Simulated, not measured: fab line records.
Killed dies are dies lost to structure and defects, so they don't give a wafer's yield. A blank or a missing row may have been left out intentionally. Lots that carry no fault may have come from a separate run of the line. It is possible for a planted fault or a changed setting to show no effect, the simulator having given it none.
Code-filled problem report in 8D (eight disciplines) form | flow nand_harc | the parts of the form that need people (team, actions taken, sign-off) are left out

== 1. WHAT WENT WRONG ==
thk_nm at NHARC_A_ONON_D1_THK_MEAS_27 reads a mean of 503 nm on 2 wafers of 2 lots; wafers without a fault read 1001 nm with a standard deviation of 8.4. Relative to the usual mean, that is a shift of -59 standard deviations.
The step: measures by ellipsometry.
Earliest sighting: wafer L590.5 on film_metro-01 at day 9 12:14. The record holds 38 wafers of 13 lots with a number at this step. The rule behind "out" and "out of limits": a value lying over 4 standard deviations away from the usual mean. Any other wafer with a number is counted as sound.

== 2. WHAT IT IS, WHAT IT ISN'T ==
question                    | is                           | is not
which readings at this step | thk_nm                       | -
which lots                  | L590, L594                   | L585, L586, L597, L598, L600, L602, L604, L605, L606, L607, L608
which wafers of those lots  | L590.5, L594.3               | L590.4, L594.1, L594.2
read on which gauges        | film_metro-01, film_metro-02 | -
when                        | from day 9 12:14             | up to then (7 sound wafers); but 29 sound wafers of L594, L597, L598, L600, L602, L604, L605, L606, L607, L608 came after

== 3. SUSPECTS, AND WHAT RULES EACH OUT ==
Counting: any tool at a process step up to the reading remains a suspect provided it ran every lot that is out. Sound lots after the first of them don't rule it out here, since some wafers of a struck lot are sound.
- the gauge at NHARC_A_ONON_D1_THK_MEAS_27 has been ruled out. 2 gauges (film_metro-01, film_metro-02) read the wafers that are out.
- rtp_anneal-01 at NHARC_A_ZERO_WELL_RTA_16 (time 10 s): kept. It ran every lot that is out, first L590 (day 8 00:15).
- pecvd_onon-02 at NHARC_A_ONON_D1_DEP_25 (target thk 1000 nm): kept. Ran every lot that is out, first one L590 (day 9 11:54); last sound lot up to then L585 (day 7 22:36).
What counting leaves: rtp_anneal-01 at NHARC_A_ZERO_WELL_RTA_16 and pecvd_onon-02 at NHARC_A_ONON_D1_DEP_25.

== 4. THE CAUSE (what the simulator had put in) ==
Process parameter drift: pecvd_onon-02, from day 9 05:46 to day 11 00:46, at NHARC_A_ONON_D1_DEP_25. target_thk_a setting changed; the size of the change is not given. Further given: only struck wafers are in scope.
After counting, 2 suspects remain, this tool included.

== 5. THE EFFECT CHAIN, in route order ==
Each row: a reading where the mean over the struck wafers with a number is more than 3 standard deviations away from the usual. Only readings for which the record gives a usual standard deviation are gone through. hours: the time from each lot's start at the first step in this table that gives one to its start at this step, as a median over the lots. sigmas: the change in usual standard deviations.
hours | step                        | reading         | usual   | on struck wafers | change | sigmas
0     | NHARC_A_ONON_D1_THK_MEAS_27 | thk_nm          | 1001 nm | 503              | -498   | -59
273   | NHARC_END_SORT_01           | killed_at_array | 27      | 674              | +646   | +65
273   | NHARC_END_SORT_01           | killed_dies     | 30      | 677              | +647   | +65

== 6. HOW IT WOULD HAVE BEEN CAUGHT EARLIER ==
6 hours passed between the start of the fault at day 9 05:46 and the first reading out of limits at a measuring or inspecting step in this record, taken at day 9 12:14.
L594, from the lots that are out (2), started NHARC_A_ONON_D1_DEP_25 on pecvd_onon-02 later than day 9 12:14. Putting the tool on hold at that point would have spared it.
